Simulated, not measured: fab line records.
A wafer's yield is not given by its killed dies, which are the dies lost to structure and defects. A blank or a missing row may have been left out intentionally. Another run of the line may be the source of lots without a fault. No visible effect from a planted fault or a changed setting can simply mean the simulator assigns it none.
The tool behind it: which one?    flow n5 finfet    12 lots (36 wafers sampled), 1 step of a 1938-step route

WHAT THE GAUGES SHOWED, per wafer
N5_START_INSPECT_01: inspects for defects (unpatterned scan).
lot   measured     on                 raw defect count
L075  day 1 18:02  defect inspect-02  6 6 6
L077  day 2 06:02  defect inspect-01  3 8 3
L079  day 2 18:02  defect inspect-02  6 8 4
L081  day 3 06:02  defect inspect-02  6 8 5
L083  day 3 18:02  defect inspect-02  4 10 24
L085  day 4 06:02  defect inspect-01  6 9 5
L087  day 4 18:02  defect inspect-01  12 9 6
L089  day 5 06:02  defect inspect-01  7 3 2
L091  day 5 18:02  defect inspect-02  5 10 4
L093  day 6 06:02  defect inspect-01  8 6 4
L095  day 6 18:02  defect inspect-02  3 5 5
L097  day 7 06:02  defect inspect-02  3 5 7

WHAT TOOL EACH LOT RAN ON (gives the tool, then ch and the chambers of the sampled wafers, and finally the start)
The record holds no process step before these readings.

THE ANSWER, worked out from the rows above alone
Rule: what is usual is taken from the lots themselves. Put in order of their means at a reading, lots are off if they are a third of the lots or fewer, leave a main group of 4 or more, and stand apart from it by a gap of 3 or more times the standard deviation of the main group's means; of several such gaps the widest counts. Not used: any main group whose means are identical at the precision the tables above print for the reading. Also off: a lot with no number at a reading for which 4 or more lots have one. The other lots that the step has rows for count as sound.
Across all readings shown, no lot is off: no conclusion can be drawn from this.

WHAT WAS PUT IN BY THE SIMULATOR
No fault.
